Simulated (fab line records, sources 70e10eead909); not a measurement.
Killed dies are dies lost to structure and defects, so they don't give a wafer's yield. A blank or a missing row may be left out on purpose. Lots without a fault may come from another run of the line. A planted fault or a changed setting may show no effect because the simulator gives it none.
A struck lot beside a sound one | flow nand_harc | 17 steps out of a route of 1159
Sound: wafers L939.2, L939.5, L939.6. Struck: wafers L945.2, L945.5, L945.6. The cause comes at the end.
At each step with rows: each side's tool, then ch and its chambers, then its first start. Under that, the readings that differ: sound wafers | struck wafers | difference of the means | sigmas: that difference in standard deviations of wafers without a fault.
alike: readings whose means differ by less than 2 such deviations, and words and numbers that are the same on both sides. not compared: withheld readings, readings that some wafer has no value for, bounds like >300 that may hide the same value, and numbers for which the record gives no deviation and whose values overlap.
The two part at a step that has a row with sigmas, a row that says differs or no value, or rows on one side only. Numbers that don't overlap but have no deviation are shown without sigmas and don't part them. A reading that every wafer of one side lacks parts them only if that side has two wafers or more.

NHARC_A_M1_INSPECT_11:
  sound on defect_inspect-02, day 17 23:36; struck on defect_inspect-02, day 19 22:20
  alike: raw_defect_count
NHARC_A_M1_DESCUM_14: chemistry O2, time 3 s.
  sound on rie_diel-10 ch 0,1,2, day 17 23:41; struck on rie_diel-08 ch 1,2,3, day 19 22:25
  alike: drypump_motor_current_A, mfc_ar_sccm, oes_product_au, rf_vpp_V, showerhead_plenum_p_Torr, throttle_valve_pct
  not compared: rf_hours_counter_h
then, 2 steps without rows for these wafers: NHARC_A_M1_ETCH_35 (etches the open film in N2/H2, target depth 40 nm, overetch 12 nm, time 43.94 s); NHARC_A_M1_ETCH_15 (etches the open film in C4F8/Ar, target depth 182.5 nm, time 91.2 s).
NHARC_A_M1_CD_MEAS_16:
  sound on cd_sem-03, day 17 23:58; struck on cd_sem-02, day 19 22:43
  alike: cd_nm
NHARC_A_M1_STRIP_18: strips in N2/H2.
  sound on rie_diel-12 ch 1,2, day 18 00:04; struck on rie_diel-10 ch 0,2,3, day 19 22:52
  alike: drypump_motor_current_A, mfc_ar_sccm, oes_product_au, rf_vpp_V, showerhead_plenum_p_Torr, throttle_valve_pct
  not compared: rf_hours_counter_h
then, 2 steps without rows for these wafers: NHARC_A_M1_ETCH_28 (etches the open film in CF4/N2, target depth 30 nm, time 72.99 s); NHARC_A_M1_STRIP_19 (strips in post etch residue remover, time 600 s).
NHARC_A_M1_DEGAS_29: time 60 s.
  sound on pvd_sputter-02, day 18 00:41; struck on pvd_sputter-02, day 19 23:26
  alike: heater_power_w
NHARC_A_M1_PRE_CLEAN_30: time 30 s.
  sound on pvd_sputter-02; struck on pvd_sputter-02
  alike: heater_power_w
then, 1 step without rows for these wafers: NHARC_A_M1_PVD_20 (deposits TaN, target thk 5 nm, time 8.06 s).
NHARC_A_M1_PVD_21: deposits Cu, target thk 30 nm, time 20.49 s.
  sound on pvd_sputter-02; struck on pvd_sputter-02
  alike: throttle_valve_pct
NHARC_A_M1_ECD_22: material Cu, target thk 400 nm.
  sound on ecd_cu-01 ch 0,1, day 18 01:02; struck on ecd_cu-02 ch 0,1, day 19 23:49
  no value came back on the struck wafers for bath_heat_duty_pct (%), bath_temp_c (C); on the sound wafers bath_heat_duty_pct (%) reads 6.6 7.0 6.5
then, 1 step without rows for these wafers: NHARC_A_M1_ANNEAL_31 (time 90 s).
NHARC_A_M1_CMP_23: polishes, t overpolish 20 s, target thk 154.34 nm.
  sound on cmp-02 ch 1,2, day 18 01:46; struck on cmp-03 ch 0,3, day 20 00:34
  reading                | sound          | struck      | difference | sigmas
  time_to_endpoint_s (s) | 29.4 29.1 28.6 | 3.4 0.0 3.7 | -26.7      | -10
  alike: motor_current_A, retaining_ring_pressure_frac, slurry_flow_ml_min
NHARC_A_M1_THK_MEAS_24: measures by xrf.
  sound on film_metro-01, day 18 02:04; struck on film_metro-01, day 20 00:51
  reading     | sound             | struck         | difference | sigmas
  thk_nm (nm) | 151.5 155.2 153.5 | 28.3 29.2 29.2 | -124.5     | -89
then, 1 step without rows for these wafers: NHARC_A_M1_SRD_25.

WHERE THEY PART
First at NHARC_A_M1_ECD_22; last, within this record, at NHARC_A_M1_THK_MEAS_24.

WHY: what the simulator had put in
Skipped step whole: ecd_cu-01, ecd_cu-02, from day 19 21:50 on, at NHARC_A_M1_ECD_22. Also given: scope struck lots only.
